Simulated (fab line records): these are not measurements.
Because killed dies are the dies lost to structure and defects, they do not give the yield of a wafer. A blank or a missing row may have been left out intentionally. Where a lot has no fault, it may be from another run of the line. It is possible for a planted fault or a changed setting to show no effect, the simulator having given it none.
Split-lot study / flow n5Finfet / 21 wafers read across 7 lots, on a route 1938 steps long

ON THE SPLIT
At N5_FIN_SAQP_PECVD_48 (deposits SiNx from SiH4/NH3/N2, target thk 25 nm, time 22.1 s), the setting timeS was moved away from the recipe's 22.1 s on 8 of the 21 wafers read, by -11.0% to +13.6%. For the rest of the wafers, this setting stayed at what the recipe calls for.

FROM THE SPLIT TO THE READING: what the file shows between them, 6 steps
- N5_FIN_SAQP_PECVD_06: deposits a-Si from SiH4/He, target thk 60 nm, time 48.1 s (also split here: timeS)
- N5_FIN_SAQP_THK_MEAS_07
- N5_FIN_SAQP_MANDREL_ETCH_22: etches a-Si in HBr/Cl2, stops on SiNx, target depth 60 nm, bt time 10 s, time 30 s (also split here: overEtchFrac)
- N5_FIN_SAQP_STRIP_55: strips in N2/H2
- N5_FIN_SAQP_STRIP_23: strips in SPM, time 750 s
- N5_FIN_SAQP_MANDREL1_REMOVE_56: chemistry HBr/Cl2/O2, target a-Si, stops on SiNx, bt time 10 s

THE READING
etch.depthNm (the simulator's own value, which no gauge read), in nm, at N5_FIN_SAQP_ETCH_57 (etches SiNx in CH3F/O2, target depth 32.5 nm, time 46.4 s). No usual value for it is given in the file. Here, 13 wafers ran the recipe; their average is 25.15 nm with a standard deviation of 0.25 nm.

wafer=L074.3; tool, chamber at the split=pecvd-03, 1; timeS as run, s=22.1; against the recipe=recipe; etch.depthNm, nm=24.71; against lot-mates on the recipe=-
wafer=L074.5; tool, chamber at the split=pecvd-03, 0; timeS as run, s=22.1; against the recipe=recipe; etch.depthNm, nm=25.14; against lot-mates on the recipe=-
wafer=L074.6; tool, chamber at the split=pecvd-03, 2; timeS as run, s=22.1; against the recipe=recipe; etch.depthNm, nm=25.18; against lot-mates on the recipe=-
wafer=L076.2; tool, chamber at the split=pecvd-03, 1; timeS as run, s=22.1; against the recipe=recipe; etch.depthNm, nm=25.09; against lot-mates on the recipe=-
wafer=L076.3; tool, chamber at the split=pecvd-03, 2; timeS as run, s=22.1; against the recipe=recipe; etch.depthNm, nm=25.1; against lot-mates on the recipe=-
wafer=L076.4; tool, chamber at the split=pecvd-03, 0; timeS as run, s=22.1; against the recipe=recipe; etch.depthNm, nm=25.28; against lot-mates on the recipe=-
wafer=L079.1; tool, chamber at the split=pecvd-03, 2; timeS as run, s=23.56; against the recipe=+6.6%; etch.depthNm, nm=26.49; against lot-mates on the recipe=+1.32
wafer=L079.4; tool, chamber at the split=pecvd-03, 0; timeS as run, s=22.1; against the recipe=recipe; etch.depthNm, nm=25.11; against lot-mates on the recipe=-
wafer=L079.6; tool, chamber at the split=pecvd-03, 1; timeS as run, s=22.1; against the recipe=recipe; etch.depthNm, nm=25.23; against lot-mates on the recipe=-
wafer=L083.1; tool, chamber at the split=pecvd-02, 0; timeS as run, s=19.67; against the recipe=-11.0%; etch.depthNm, nm=22.23; against lot-mates on the recipe=-2.68
wafer=L083.5; tool, chamber at the split=pecvd-02, 0; timeS as run, s=19.67; against the recipe=-11.0%; etch.depthNm, nm=22.77; against lot-mates on the recipe=-2.14
wafer=L083.6; tool, chamber at the split=pecvd-02, 2; timeS as run, s=22.1; against the recipe=recipe; etch.depthNm, nm=24.91; against lot-mates on the recipe=-
wafer=L088.1; tool, chamber at the split=pecvd-03, 1; timeS as run, s=21.21; against the recipe=-4.0%; etch.depthNm, nm=24.01; against lot-mates on the recipe=-1.21
wafer=L088.3; tool, chamber at the split=pecvd-03, 0; timeS as run, s=22.1; against the recipe=recipe; etch.depthNm, nm=24.81; against lot-mates on the recipe=-
wafer=L088.5; tool, chamber at the split=pecvd-03, 1; timeS as run, s=22.1; against the recipe=recipe; etch.depthNm, nm=25.64; against lot-mates on the recipe=-
wafer=L092.2; tool, chamber at the split=pecvd-02, 0; timeS as run, s=20.02; against the recipe=-9.4%; etch.depthNm, nm=22.32; against lot-mates on the recipe=no lot-mate on the recipe
wafer=L092.5; tool, chamber at the split=pecvd-02, 0; timeS as run, s=20.02; against the recipe=-9.4%; etch.depthNm, nm=22.73; against lot-mates on the recipe=no lot-mate on the recipe
wafer=L092.6; tool, chamber at the split=pecvd-02, 2; timeS as run, s=20.02; against the recipe=-9.4%; etch.depthNm, nm=22.6; against lot-mates on the recipe=no lot-mate on the recipe
wafer=L095.1; tool, chamber at the split=pecvd-04, 1; timeS as run, s=22.1; against the recipe=recipe; etch.depthNm, nm=25.58; against lot-mates on the recipe=-
wafer=L095.4; tool, chamber at the split=pecvd-04, 0; timeS as run, s=25.1; against the recipe=+13.6%; etch.depthNm, nm=28.82; against lot-mates on the recipe=+3.41
wafer=L095.5; tool, chamber at the split=pecvd-04, 1; timeS as run, s=22.1; against the recipe=recipe; etch.depthNm, nm=25.23; against lot-mates on the recipe=-

THE FIT
A straight line over all 21 wafers: etch.depthNm changes by +0.259 nm for each +1% of timeS; r = +0.99; the points scatter about the line by 0.27 nm.
The same after taking each lot's own level away (the mean of its wafers on the recipe; 18 wafers): +0.233 nm for each +1%; r = +0.98; scatter 0.24 nm.
The reading moves by 3.2 nm for the largest change in timeS, on that fit.
From 24.910 to 25.405 nm: that is the span of the lots' own levels, equal to 2.0 times the standard deviation above.
Thus the slope moves with the lot-to-lot level: the two fits are different.
Check: +2.95 nm against its lot-mates is what the line predicts for one of the wafers moved furthest among these (+13.6%) when that wafer is left out of the fit. Against them it came out at +3.41 nm.

OTHER SPLITS ON THESE WAFERS
Before the reading, these wafers also passed through other splits. Each is held against what the fit with the lots' levels taken away leaves over:
other split on the same wafers=N5_ZERO_LAYER_PECVD_02 timeS; wafers away from the commonest value=8; r with etch.depthNm (lot level and that fit taken away)=-0.21
other split on the same wafers=N5_ZERO_LAYER_EXPOSE_08 doseMj; wafers away from the commonest value=5; r with etch.depthNm (lot level and that fit taken away)=-0.22
other split on the same wafers=N5_FIN_SAQP_PECVD_06 timeS; wafers away from the commonest value=8; r with etch.depthNm (lot level and that fit taken away)=+0.32
other split on the same wafers=N5_FIN_SAQP_MANDREL_ETCH_22 overEtchFrac; wafers away from the commonest value=3; r with etch.depthNm (lot level and that fit taken away)=-0.07

THE WHOLE CHAIN: every reading that the file lists as answering this split, in the file's order
step=N5_FIN_SAQP_PECVD_48; what it does=deposits SiNx from SiH4/NH3/N2, target thk 25 nm, time 22.1 s; reading=SiNx_of_FIN_SAQP_PECVD_48.thkNm (the simulator's own value, which no gauge read); change (the file's fit)=+0.242 nm for each +1% of the setting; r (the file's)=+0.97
step=N5_FIN_SAQP_ETCH_57; what it does=etches SiNx in CH3F/O2, target depth 32.5 nm, time 46.4 s; reading=etchRfOnTimeS; change (the file's fit)=withheld for each +1% of the setting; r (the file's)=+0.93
step=N5_FIN_SAQP_ETCH_57; what it does=etches SiNx in CH3F/O2, target depth 32.5 nm, time 46.4 s; reading=etch.depthNm (the simulator's own value, which no gauge read); change (the file's fit)=+0.237 nm for each +1% of the setting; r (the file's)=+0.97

FILE'S OWN FIT
etch.depthNm changes by +0.237 nm for each +1% of timeS, r = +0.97.
